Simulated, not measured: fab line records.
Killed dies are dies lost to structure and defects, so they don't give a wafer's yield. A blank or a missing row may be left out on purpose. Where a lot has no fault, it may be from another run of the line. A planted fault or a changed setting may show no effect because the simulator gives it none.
Chamber matching / flow nand_harc / 4 sister chambers for NHARC_A_STAIRCASE_DESCUM_252 on rie_diel-08
The step chemistry O2, time 3 s. 8 wafers are shown with their chamber, then 9 later ones without.

== EACH WAFER AND ITS CHAMBER ==
wafer=L868.1; chamber=3; showerhead_plenum_p_Torr (Torr)=1.90; drypump_motor_current_A (A)=4.9
wafer=L872.5; chamber=0; showerhead_plenum_p_Torr (Torr)=1.84; drypump_motor_current_A (A)=5.6
wafer=L873.1; chamber=2; showerhead_plenum_p_Torr (Torr)=1.89; drypump_motor_current_A (A)=5.6
wafer=L873.3; chamber=0; showerhead_plenum_p_Torr (Torr)=1.84; drypump_motor_current_A (A)=5.5
wafer=L873.6; chamber=1; showerhead_plenum_p_Torr (Torr)=2.05; drypump_motor_current_A (A)=5.6
wafer=L875.4; chamber=1; showerhead_plenum_p_Torr (Torr)=2.05; drypump_motor_current_A (A)=5.6
wafer=L875.5; chamber=3; showerhead_plenum_p_Torr (Torr)=1.89; drypump_motor_current_A (A)=4.8
wafer=L875.6; chamber=2; showerhead_plenum_p_Torr (Torr)=1.89; drypump_motor_current_A (A)=5.6

== WAFERS WITH NO CHAMBER GIVEN ==
wafer=L880.2; showerhead_plenum_p_Torr (Torr)=1.88; drypump_motor_current_A (A)=5.5
wafer=L880.3; showerhead_plenum_p_Torr (Torr)=2.04; drypump_motor_current_A (A)=5.6
wafer=L880.5; showerhead_plenum_p_Torr (Torr)=1.83; drypump_motor_current_A (A)=5.6
wafer=L884.2; showerhead_plenum_p_Torr (Torr)=1.88; drypump_motor_current_A (A)=5.6
wafer=L884.4; showerhead_plenum_p_Torr (Torr)=2.04; drypump_motor_current_A (A)=5.6
wafer=L884.5; showerhead_plenum_p_Torr (Torr)=2.04; drypump_motor_current_A (A)=5.6
wafer=L885.4; showerhead_plenum_p_Torr (Torr)=1.88; drypump_motor_current_A (A)=4.9
wafer=L885.5; showerhead_plenum_p_Torr (Torr)=1.88; drypump_motor_current_A (A)=5.6
wafer=L885.6; showerhead_plenum_p_Torr (Torr)=1.88; drypump_motor_current_A (A)=4.8

== EACH ONE'S CHAMBER ==
wafer=L880.2; from the rows above=2; in truth=2
wafer=L880.3; from the rows above=1; in truth=1
wafer=L880.5; from the rows above=0; in truth=0
wafer=L884.2; from the rows above=2; in truth=2
wafer=L884.4; from the rows above=1; in truth=1
wafer=L884.5; from the rows above=1; in truth=1
wafer=L885.4; from the rows above=3; in truth=3
wafer=L885.5; from the rows above=2; in truth=2
wafer=L885.6; from the rows above=3; in truth=3
9 of 9 placed correctly. Not placeable from these rows: 0. Wrongly placed: 0.
How it was worked out, from the rows above alone: a wafer's distance from a chamber is the root of the sum, over the readings, of the square of ((its reading less the chamber's mean) divided by the reading's scatter). If the next closest chamber is less than 2 further off than the closest, the wafer can't be placed; otherwise it belongs to the closest. For every chamber, the mean is computed from those of its wafers that are shown. The scatter is the square root of a quotient: the sum, over the shown wafers, of each reading's squared deviation from its chamber's mean, divided by wafers minus chambers.
